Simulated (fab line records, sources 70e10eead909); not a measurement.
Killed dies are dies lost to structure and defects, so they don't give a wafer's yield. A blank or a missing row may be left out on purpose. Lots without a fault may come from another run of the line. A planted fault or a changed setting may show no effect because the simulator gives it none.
Which tool did it? | flow nand_harc | 6 lots, 18 wafers sampled, at 3 steps of a route of 1302

WHAT THE GAUGES READ, wafer by wafer
NHARC_A_ONON_D2_THK_MEAS_05: measures by ellipsometry.
lot  | measured     | on            | thk_nm (nm)
L120 | day 12 16:55 | film_metro-01 | 986 984 984
L127 | day 14 21:12 | film_metro-02 | 1010 1758 1011
L134 | day 18 09:22 | film_metro-01 | 1005 1002 1004
L136 | day 19 01:34 | film_metro-01 | 986 985 982
L139 | day 20 04:28 | film_metro-02 | 994 994 994
L141 | day 21 09:33 | film_metro-02 | 994 995 995

WHICH TOOL RAN EACH LOT (tool, then ch and the chambers of the sampled wafers, then the start)
lot  | NHARC_A_DECK1_JOINT_ETCHBACK_07  | NHARC_A_ONON_D2_DEP_03
L120 | rie_si-02 ch 1,2, day 11 05:33   | pecvd_onon-04 ch 0, day 12 16:24
L127 | rie_si-04 ch 1,3, day 13 11:58   | pecvd_onon-04 ch 0, day 14 20:41
L134 | rie_si-02 ch 0,2,3, day 16 19:11 | pecvd_onon-04 ch 0, day 18 09:02
L136 | rie_si-02 ch 1,3, day 17 11:53   | pecvd_onon-01 ch 0, day 19 01:07
L139 | rie_si-04 ch 0,2,3, day 18 11:29 | pecvd_onon-04 ch 0, day 20 04:01
L141 | rie_si-04 ch 1,2,3, day 19 17:09 | pecvd_onon-01 ch 0, day 21 09:02
- NHARC_A_DECK1_JOINT_ETCHBACK_07: etches the open film in HBr, target depth 105 nm, time 26.9 s.
- NHARC_A_ONON_D2_DEP_03: target thk 1000 nm.

THE ANSWER, worked out from the rows above alone
Rule: what is usual is taken from the lots themselves. Put in order of their means at a reading, lots are off if they are a third of the lots or fewer, leave a main group of 4 or more, and stand apart from it by a gap of 3 or more times the standard deviation of the main group's means; of several such gaps the widest counts. A main group whose means are all the same, to the digits that the tables above print for the reading, isn't used. A lot without any number at a reading at which 4 lots or more have one is off too. The other lots that the step has rows for count as sound.
Off: L127, at NHARC_A_ONON_D2_THK_MEAS_05 (thk_nm). The main group: mean 992 nm, standard deviation 7.2.
A tool fits if, at a process step before that reading, it ran every lot that is off, and no sound lot after the first of them. The gauges at NHARC_A_ONON_D2_THK_MEAS_05 are tried like those tools. None of those tried fits.

WHAT THE SIMULATOR HAD PUT IN
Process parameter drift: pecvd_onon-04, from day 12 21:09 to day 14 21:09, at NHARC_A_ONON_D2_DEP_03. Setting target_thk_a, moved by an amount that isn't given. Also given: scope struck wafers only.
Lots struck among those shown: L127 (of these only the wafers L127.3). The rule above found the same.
